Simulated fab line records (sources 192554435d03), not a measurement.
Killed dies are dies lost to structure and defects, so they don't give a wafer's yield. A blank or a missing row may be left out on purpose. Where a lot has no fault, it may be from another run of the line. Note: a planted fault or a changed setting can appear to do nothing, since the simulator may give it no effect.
The tool behind it: which one?    flow n5_finfet    11 lots with 33 wafers sampled at 4 steps, on a route of 1938 steps

WHAT EACH GAUGE READ, for each wafer
Not one reading of a measure or inspect step in the record can be checked against a usual standard deviation.

TOOL THAT RAN EACH LOT (tool first, then ch and the chambers of the sampled wafers, then the start)
lot   N5_BEOL_M11_ETCH_65                 N5_BEOL_M11_CURE_72            N5_BEOL_M11_CMP_52             N5_PASSIVATION_PROBE_49
L368  rie_diel-01 ch 0,1,3, day 10 12:01  uv_cure-02 ch 2, day 10 13:59  cmp-04 ch 0,1, day 10 16:54    prober-01, day 12 12:47
L369  rie_diel-01 ch 2,3, day 10 12:53    uv_cure-02 ch 0, day 10 14:11  cmp-04 ch 0,3, day 10 16:41    prober-01, day 12 06:18
L370  rie_diel-05 ch 0,1, day 10 14:12    uv_cure-02 ch 0, day 10 15:16  cmp-04 ch 1,3, day 10 17:55    prober-01, day 12 09:33
L372  rie_diel-01 ch 0,2,3, day 11 07:44  uv_cure-02 ch 2, day 11 08:28  cmp-04 ch 0,2,3, day 11 12:05  prober-01, day 13 02:34
L377  rie_diel-01 ch 1,2,3, day 12 05:27  uv_cure-03 ch 0, day 12 06:13  cmp-04 ch 0,1, day 12 07:46    prober-02, day 14 02:20
L375  rie_diel-05 ch 0,3, day 12 07:14    uv_cure-03 ch 0, day 12 08:00  cmp-03 ch 0,1,3, day 12 10:29  prober-01, day 14 03:23
L374  rie_diel-05 ch 1,2,3, day 12 16:40  uv_cure-03 ch 2, day 12 17:19  cmp-04 ch 0,1, day 12 19:32    prober-02, day 14 15:37
L381  rie_diel-05 ch 0,1,2, day 13 09:37  uv_cure-02 ch 2, day 13 10:16  cmp-01 ch 1,2,3, day 13 11:55  prober-02, day 14 23:47
L380  rie_diel-01 ch 2,3, day 13 10:30    uv_cure-02 ch 2, day 13 11:10  cmp-04 ch 0,1,2, day 13 12:59  prober-01, day 15 05:49
L385  rie_diel-01 ch 0,1,2, day 14 11:37  uv_cure-03 ch 2, day 14 12:47  cmp-04 ch 0,2,3, day 14 15:08  prober-01, day 16 05:07
L389  rie_diel-01 ch 0,2, day 15 13:59    uv_cure-03 ch 1, day 15 14:39  cmp-01 ch 0,1,2, day 15 17:07  prober-01, day 17 12:10
- N5_BEOL_M11_ETCH_65: etches SiARC in CF4, target depth 39 nm, time 65 s.
- N5_BEOL_M11_CURE_72: cures SiCOH lowk, time 120 s.
- N5_BEOL_M11_CMP_52: polishes, stops on SiCOH lowk, t overpolish 7 s, target thk 140 nm.
- N5_PASSIVATION_PROBE_49

WHAT THE TOOLS THEMSELVES READ (means of the sampled wafers that have a number; where no wafer has one, the mark that the record gives instead)
N5_BEOL_M11_ETCH_65. Usual: cf4_flow_sccm is 99.98 sccm with standard deviation 0.3, drypump_motor_current_A is 5.8 A with standard deviation 0.39, etch_rf_on_time_s is 65.1 s with standard deviation 0.9, oes_product_au is 0.67 a.u. with standard deviation 0.072, rf_vpp_V is 183.9 V with standard deviation 1.3, showerhead_plenum_p_Torr is 2.13 Torr with standard deviation 0.076, and throttle_valve_pct is 15.70 % with standard deviation 0.21.
lot   tool         cf4_flow_sccm (sccm)  drypump_motor_current_A (A)  etch_rf_on_time_s (s)  oes_product_au (a.u.)  rf_vpp_V (V)  showerhead_plenum_p_Torr (Torr)  throttle_valve_pct (%)  flag
L368  rie_diel-01  99.95                 5.4                          65.8                   0.62                   185.3         2.13                             15.72                   
L369  rie_diel-01  100.02                5.9                          64.9                   0.65                   183.7         2.11                             15.88                   
L370  rie_diel-05  99.94                 6.0                          65.2                   0.69                   183.4         2.13                             15.56                   
L372  rie_diel-01  99.90                 5.6                          64.5                   0.64                   182.8         2.11                             15.76                   
L377  rie_diel-01  100.02                5.7                          65.6                   0.62                   184.2         2.13                             15.86                   
L375  rie_diel-05  100.59                5.7                          66.1                   0.66                   182.8         2.07                             15.59                   
L374  rie_diel-05  99.88                 5.9                          65.2                   0.66                   184.5         2.17                             15.82                   
L381  rie_diel-05  100.29                6.1                          66.6                   0.69                   185.5         2.19                             15.66                   
L380  rie_diel-01  99.91                 5.7                          65.4                   0.62                   182.5         2.07                             15.85                   
L385  rie_diel-01  99.79                 5.6                          65.0                   0.70                   184.1         2.15                             15.66                   
L389  rie_diel-01  99.87                 5.6                          66.2                   0.62                   184.6         2.13                             15.77                   

N5_BEOL_M11_CURE_72. Usual: lamp_power_pct 52.31 %, standard deviation 0.054; wafer_temp_C_max 372.0, standard deviation 0.69.
lot   tool        lamp_power_pct (%)  wafer_temp_C_max  flag
L368  uv_cure-02  52.27               372.6             
L369  uv_cure-02  52.27               371.5             
L370  uv_cure-02  52.37               371.2             
L372  uv_cure-02  52.27               372.7             
L377  uv_cure-03  52.38               371.4             
L375  uv_cure-03  52.31               371.8             
L374  uv_cure-03  52.33               372.3             
L381  uv_cure-02  52.31               373.1             
L380  uv_cure-02  52.29               372.6             
L385  uv_cure-03  52.28               372.4             
L389  uv_cure-03  52.32               372.5             

N5_BEOL_M11_CMP_52. Usual: barrier_field_endpoint_s 29.0 s, standard deviation 0.64; motor_current_A 6.1 A, standard deviation 0.57; overpolish_run_s 7.000 s, standard deviation 0.0097; platen_rpm 50.00 rpm, standard deviation 0.03; time_to_endpoint_s 66.6 s, standard deviation 2.7.
lot   tool    barrier_field_endpoint_s (s)  motor_current_A (A)  overpolish_run_s (s)  platen_rpm (rpm)  time_to_endpoint_s (s)  flag
L368  cmp-04  28.8                          5.7                  6.999                 50.01             68.8                    
L369  cmp-04  29.5                          6.1                  7.000                 49.99             70.5                    
L370  cmp-04  30.0                          6.2                  7.009                 49.99             71.8                    
L372  cmp-04  29.3                          6.0                  7.000                 50.03             66.3                    
L377  cmp-04  29.3                          5.7                  7.001                 49.97             66.1                    
L375  cmp-03  28.3                          6.4                  6.988                 50.01             61.0                    
L374  cmp-04  29.1                          5.6                  6.998                 50.01             64.0                    
L381  cmp-01  29.1                          6.4                  7.003                 50.01             66.5                    
L380  cmp-04  30.6                          5.6                  7.003                 48.00             67.3                    OFF
L385  cmp-04  30.3                          5.9                  7.000                 48.00             69.3                    OFF
L389  cmp-01  28.8                          6.6                  6.996                 50.01             65.4                    

N5_PASSIVATION_PROBE_49. Usual: defect_limited_yield 91.3 %, standard deviation 1.3; killed_at_M0_to_M3 35, standard deviation 13; killed_at_M4_up 13, standard deviation 5.2; killed_at_contacts 12, standard deviation 6.2; killed_at_front_end 39, standard deviation 9.6; killed_at_other 3.1, standard deviation 2.6; killed_dies 102, standard deviation 16; killed_on_rim 13, standard deviation 3.8; killed_open 68, standard deviation 13; killed_short 33, standard deviation 6.9; sort_bin_5_function 5.1 %, standard deviation 0.87; sort_bin_6_memory 3.3 %, standard deviation 0.67; sort_n_pass 1078, standard deviation 16; sort_yield_pct 91.3 %, standard deviation 1.3.
lot   tool       defect_limited_yield (%)  killed_at_M0_to_M3  killed_at_M4_up  killed_at_contacts  killed_at_front_end  killed_at_other  killed_dies  killed_on_rim  killed_open  killed_short  sort_bin_5_function (%)  sort_bin_6_memory (%)  sort_n_pass  sort_yield_pct (%)  flag
L368  prober-01  93.2                      24                  12               12                  30                   0.3              80           11             55           23            4.1                      2.4                    1100         93.2                
L369  prober-01  92.0                      33                  17               7                   36                   1.3              94           12             64           30            4.8                      3.0                    1086         92.0                
L370  prober-01  90.4                      33                  10               18                  49                   3.0              114          15             75           37            5.6                      3.6                    1066         90.4                
L372  prober-01  91.8                      31                  12               23                  29                   2.7              97           11             65           31            4.8                      3.1                    1083         91.8                
L377  prober-02  91.8                      29                  17               12                  38                   0.3              97           15             66           28            4.7                      3.0                    1083         91.8                
L375  prober-01  91.0                      48                  12               7                   37                   1.7              106          12             76           28            5.3                      3.5                    1074         91.0                
L374  prober-02  89.3                      55                  11               11                  44                   5.3              127          16             93           32            6.1                      4.4                    1053         89.3                
L381  prober-02  91.4                      32                  16               12                  39                   2.0              101          15             60           39            5.3                      2.9                    1079         91.4                
L380  prober-01  92.7                      22                  17               7                   38                   1.3              87           12             58           28            4.2                      2.9                    1093         92.7                
L385  prober-01  90.9                      33                  18               16                  36                   4.3              108          17             78           29            5.3                      3.5                    1072         90.9                
L389  prober-01  92.4                      29                  7                12                  40                   2.0              90           14             56           33            4.5                      2.9                    1090         92.4                

THE ANSWER, worked out from the rows above alone
Rule: take the mean of a lot's wafers that have a number; if it is more than 3 standard deviations from the usual mean, the lot is off. A lot without any number at a reading at which 4 lots or more have one is off too. The other lots that the step has rows for count as sound. First the gauges in route order, then the tools' own readings, where a lot's mean is used as printed above. The first step at which some lot is off is used, and at that step the reading that is off furthest; a lot without a number counts as furthest.
Off: L380, L385 (N5_BEOL_M11_CMP_52, platen_rpm).
If a tool, at that step or one of the process steps before it, ran each lot that is off and ran no sound lot following the first of them, it fits. One candidate fits, namely cmp-04 at N5_BEOL_M11_CMP_52. A fault onset in the window from L374 (day 12 19:32, its last sound lot) to L380 (day 13 12:59, its first lot off) fits.
The tool's own readings at N5_BEOL_M11_CMP_52 bear it out: on the lots that are off they differ by more than 5 times the standard deviation of the sound lots' means. platen_rpm reads 48.00 rpm there against 50.00 rpm on the sound lots.

WHAT WAS PUT IN BY THE SIMULATOR
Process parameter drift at N5_BEOL_M11_CMP_52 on cmp-04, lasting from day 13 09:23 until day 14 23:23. Setting platen_rpm shifted by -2 from 50. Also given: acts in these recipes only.
Lots struck among those shown: L380, L385. This agrees with what the rule above found.
